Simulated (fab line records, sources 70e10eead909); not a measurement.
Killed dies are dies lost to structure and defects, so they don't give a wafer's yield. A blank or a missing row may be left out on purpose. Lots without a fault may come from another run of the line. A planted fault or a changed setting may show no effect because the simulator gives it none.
A struck lot beside a sound one | flow nand_harc | 15 steps out of a route of 1302
Sound: wafers L890.1, L890.2, L890.3. Struck: wafer L883.5. (L883.2, L883.3 of the same lot were not struck and are left out.) The cause comes at the end.
At each step with rows: each side's tool, then ch and its chambers, then its first start. Under that, the readings that differ: sound wafers | struck wafers | difference of the means | sigmas: that difference in standard deviations of wafers without a fault.
alike: readings whose means differ by less than 2 such deviations, and words and numbers that are the same on both sides. not compared: withheld readings, readings that some wafer has no value for, bounds like >300 that may hide the same value, and numbers for which the record gives no deviation and whose values overlap.
The two part at a step that has a row with sigmas, a row that says differs or no value, or rows on one side only. Numbers that don't overlap but have no deviation are shown without sigmas and don't part them. A reading that every wafer of one side lacks parts them only if that side has two wafers or more.

first, 7 steps without rows for these wafers: NHARC_A_CONTACT_COAT_35 (time 65 s); NHARC_A_CONTACT_COAT_36 (resist thk 90 nm); NHARC_A_CONTACT_SOFTBAKE_37 (time 55 s); NHARC_A_CONTACT_EBR_38; NHARC_A_CONTACT_EXPOSE_39 (exposes mask A CC 3); NHARC_A_CONTACT_PEB_40 (peb time 65 s); NHARC_A_CONTACT_DEVELOP_41 (develop time 35 s).
NHARC_A_CONTACT_CD_MEAS_42: target cd 300 nm.
  sound on cd_sem-03 ch 0, day 26 17:21; struck on cd_sem-02 ch 0, day 23 22:16
  alike: cd_nm
NHARC_A_CONTACT_OVL_MEAS_43:
  sound on overlay-01, day 26 17:26; struck on overlay-01, day 23 22:21
  alike: overlay_x_nm, overlay_y_nm
NHARC_A_CONTACT_INSPECT_44:
  sound on defect_inspect-01, day 26 17:29; struck on defect_inspect-02, day 23 22:23
  alike: raw_defect_count
NHARC_A_CONTACT_DESCUM_47: chemistry O2, time 3 s.
  sound on rie_diel-03 ch 0,2,3, day 26 17:32; struck on rie_diel-03 ch 3, day 23 22:27
  alike: drypump_motor_current_A, oes_product_au, rf_vpp_V, showerhead_plenum_p_Torr, throttle_valve_pct
  not compared: rf_hours_counter_h
NHARC_A_CONTACT_ETCH_48: etches the open film in CF4, target depth 39 nm, time 65 s.
  sound on rie_diel-03 ch 0,2,3, day 26 17:37; struck on rie_diel-03 ch 0, day 23 22:32
  alike: bias_w, drypump_motor_current_A, oes_product_au, rf_vpp_V, showerhead_plenum_p_Torr, throttle_valve_pct
  not compared: over_etch_frac, rf_hours_counter_h
NHARC_A_CONTACT_ETCH_49: etches the open film in N2/H2, target depth 260 nm, time 475.3 s.
  sound on rie_diel-03 ch 1,2,3, day 26 17:43; struck on rie_diel-03 ch 0, day 23 22:37
  reading        | sound       | struck  | difference | sigmas
  over_etch_frac | 0.3 0.3 0.3 | 0.37394 | +0.07394   |
  alike: bias_w, drypump_motor_current_A, oes_product_au, rf_vpp_V, showerhead_plenum_p_Torr, throttle_valve_pct
  not compared: rf_hours_counter_h
NHARC_A_CONTACT_ETCH_50: etches the open film in CF4/CHF3, target depth 121 nm, time 60.5 s.
  sound on rie_diel-03 ch 1,2,3; struck on rie_diel-03 ch 1
  alike: bias_w, drypump_motor_current_A, oes_product_au, rf_vpp_V, showerhead_plenum_p_Torr, throttle_valve_pct
  not compared: rf_hours_counter_h
then, 1 step without rows for these wafers: NHARC_END_SORT_01.

WHERE THEY PART
Nowhere in this record.

WHY: what the simulator had put in
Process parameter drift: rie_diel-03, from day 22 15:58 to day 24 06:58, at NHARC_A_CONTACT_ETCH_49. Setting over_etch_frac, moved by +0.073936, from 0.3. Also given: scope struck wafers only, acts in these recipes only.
